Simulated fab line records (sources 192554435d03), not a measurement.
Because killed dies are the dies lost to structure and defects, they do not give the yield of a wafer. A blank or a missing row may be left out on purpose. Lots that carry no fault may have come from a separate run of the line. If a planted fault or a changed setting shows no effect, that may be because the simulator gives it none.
Code-filled problem report in 8D (eight disciplines) form :: flow n5 finfet :: the parts of the form that need people (team, actions taken, sign-off) are left out

1. WHAT WENT WRONG
Across 6 wafers from 2 lots, VIA_MOL_THK at N5_MOL_CONTACT_COAG_THK_MEAS_53 averages 34.3 nm, while fault-free wafers read 44.1 nm with a standard deviation of 0.82. That puts it -12 standard deviations away from the usual mean.
The first sign was on wafer L142.1 at day 9 01:15, on film metro-02. The record holds 30 wafers of 10 lots with a number at this step. Rule for "out" (also "out of limits"): further than 4 standard deviations from the usual mean. Any other wafer with a number is counted as sound.

2. WHAT IT IS, WHAT IT ISN'T
question: which readings at this step
is: VIA_MOL_THK
is not: -

question: which lots
is: L142, L147
is not: L128, L129, L130, L132, L134, L143, L148, L150

question: which wafers of those lots
is: all that have a number
is not: -

question: read on which gauges
is: film metro-02
is not: film metro-01

question: when
is: from day 9 01:15
is not: up to then (15 sound wafers); but 9 sound wafers of L143, L148, L150 came after

3. SUSPECTS, AND WHAT RULES EACH OUT
Counting: a tool stays on the suspect list if, at a process step up to the reading, it processed all lots that are out and no sound lot following the first of them.
- the gauge at N5_MOL_CONTACT_COAG_THK_MEAS_53: kept. All the wafers that are out were read on film metro-02, and no step on other tools shows them out.
- pecvd-03 at N5_MOL_CONTACT_COAG_PECVD_31 (deposits SiO2 from TEOS/O2, target thk 46 nm, time 8.9 s): kept. Every lot that is out went through it, starting with L142 (day 8 19:59), and after that it ran no sound lot; the last sound lot it ran before then is L134 (day 7 00:57).
- rie diel-04 at N5_MOL_CONTACT_COAG_ETCHBACK_134 (etches SiO2 in CHF3, target depth 10 nm, time 6.7 s): ruled out as a lasting fault. The sound lots L143 went through it after L142, its earliest lot that is out (day 9 00:00).
- cvd w-01 at N5_MOL_CONTACT_COAG_CVD_140 (deposits W, target thk 66.5 nm, time 215 s): kept. Every lot that is out went through it, starting with L142 (day 9 00:38), and after that it ran no sound lot; the last sound lot it ran before then is L134 (day 7 04:06).
After the count, these remain: pecvd-03 at N5_MOL_CONTACT_COAG_PECVD_31, cvd w-01 at N5_MOL_CONTACT_COAG_CVD_140 and film metro-02 at N5_MOL_CONTACT_COAG_THK_MEAS_53.

4. THE CAUSE (what the simulator had put in)
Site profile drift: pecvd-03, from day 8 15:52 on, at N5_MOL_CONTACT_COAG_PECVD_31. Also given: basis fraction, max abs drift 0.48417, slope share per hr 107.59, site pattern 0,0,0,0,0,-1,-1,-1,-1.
Of the 3 suspects that counting leaves, this tool is one.

5. THE CHAIN OF EFFECTS, in route order
Each row: a reading where the mean over the struck wafers with a number is more than 3 standard deviations away from the usual. Only readings for which the record gives a usual standard deviation are gone through. hours: the time from each lot's start at the first step in this table that gives one to its start at this step, as a median over the lots. sigmas: the change in usual standard deviations.
hours: 0
step: N5_MOL_CONTACT_COAG_THK_MEAS_53
reading: VIA_MOL_THK
usual: 44.1 nm
on struck wafers: 34.3
change: -9.8
sigmas: -12
Later measuring or inspecting steps at which every struck wafer that the step has a row for has a number for every such reading, and none has moved that far: N5_BEOL_M4_RC_MEAS_101.

6. HOW IT WOULD HAVE BEEN CAUGHT EARLIER
In this record the first reading out of limits at a measuring or inspecting step was taken at day 9 01:15, 9 hours after the fault began at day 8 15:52.
L147, from the lots that are out (2), started N5_MOL_CONTACT_COAG_PECVD_31 on pecvd-03 later than day 9 01:15. Holding the tool at that time would have saved it.
